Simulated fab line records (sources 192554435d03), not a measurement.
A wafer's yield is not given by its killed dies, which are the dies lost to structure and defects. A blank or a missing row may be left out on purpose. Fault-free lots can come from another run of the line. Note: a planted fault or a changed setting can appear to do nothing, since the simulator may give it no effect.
Chamber matching + flow n5_finfet + N5_BEOL_M15_ILD_DEP_00 on pecvd-04 has 3 sister chambers
The step deposits SiO2 from TEOS/O2, target thk 1629.3 nm, time 346.1 s. 20 wafers are shown with their chamber, then 10 later ones without.

## WAFERS WITH THEIR CHAMBER
| wafer  | chamber | throttle_valve_pct (%) | showerhead_plenum_p_Torr (Torr) | heater_power_w (W) |
|--------|---------|------------------------|---------------------------------|--------------------|
| L074.1 | 2       | 17.3                   | 8.35                            | 677                |
| L074.2 | 0       | 20.6                   | 8.35                            | 781                |
| L074.3 | 1       | 20.3                   | 8.30                            | 727                |
| L082.1 | 2       | 17.8                   | 8.35                            | 657                |
| L082.5 | 2       | 17.7                   | 8.32                            | 714                |
| L082.6 | 1       | 20.4                   | 8.29                            | 580                |
| L083.2 | 0       | 20.6                   | 8.35                            | 827                |
| L083.4 | 1       | 20.4                   | 8.30                            | 584                |
| L083.6 | 2       | 17.6                   | 8.33                            | 569                |
| L084.1 | 1       | 20.3                   | 8.29                            | 712                |
| L084.2 | 2       | 17.6                   | 8.34                            | 580                |
| L084.3 | 0       | 20.6                   | 8.35                            | 785                |
| L084.4 | 0       | 20.6                   | 8.34                            | 652                |
| L084.5 | 2       | 17.7                   | 8.33                            | 684                |
| L084.6 | 1       | 20.1                   | 8.29                            | 585                |
| L088.1 | 1       | 20.5                   | 8.29                            | 682                |
| L088.3 | 2       | 17.8                   | 8.35                            | 689                |
| L088.5 | 1       | 20.4                   | 8.30                            | 564                |
| L090.1 | 0       | 20.6                   | 8.35                            | 754                |
| L090.5 | 0       | 20.8                   | 8.34                            | 811                |

SIGNATURES, as means of the wafers listed above
| reading                  | chamber 0 | chamber 1 | chamber 2 | scatter within a chamber |
|--------------------------|-----------|-----------|-----------|--------------------------|
| throttle_valve_pct       | 20.633    | 20.343    | 17.643    | 0.135                    |
| showerhead_plenum_p_Torr | 8.3467    | 8.2943    | 8.3386    | 0.00837                  |
| heater_power_w           | 768.33    | 633.43    | 652.86    | 63.3                     |
Rule: a wafer lies at a distance from a chamber equal to the root of the sum of squares, over the readings, of (its reading less the chamber's mean, divided by the reading's scatter). The wafer belongs to the nearest chamber; if the next one is less than 2 further off, it can't be placed. The scatter: the root of (the sum of the squares of (reading less its chamber's mean) over the shown wafers, divided by (wafers less chambers)).

## WAFERS WITHOUT THEIR CHAMBER
| wafer  | throttle_valve_pct (%) | showerhead_plenum_p_Torr (Torr) | heater_power_w (W) |
|--------|------------------------|---------------------------------|--------------------|
| L090.6 | 18.0                   | 8.33                            | 555                |
| L089.1 | 20.7                   | 8.34                            | 761                |
| L089.2 | 20.4                   | 8.30                            | 619                |
| L089.6 | 20.1                   | 8.30                            | 703                |
| L091.1 | 18.2                   | 8.35                            | 693                |
| L091.5 | 20.6                   | 8.36                            | 641                |
| L091.6 | 20.5                   | 8.27                            | 725                |
| L094.2 | 20.7                   | 8.34                            | 780                |
| L094.4 | 17.8                   | 8.33                            | 723                |
| L094.6 | 20.7                   | 8.35                            | 647                |

## THE CHAMBER EACH PASSED THROUGH
| wafer  | from the rows above | in truth |
|--------|---------------------|----------|
| L090.6 | 2                   | 2        |
| L089.1 | 0                   | 0        |
| L089.2 | 1                   | 1        |
| L089.6 | 1                   | 1        |
| L091.1 | 2                   | 2        |
| L091.5 | 0                   | 0        |
| L091.6 | 1                   | 1        |
| L094.2 | 0                   | 0        |
| L094.4 | 2                   | 2        |
| L094.6 | 0                   | 0        |
10 of 10 placed correctly. Not placeable from these rows: 0. Number placed wrongly: 0.
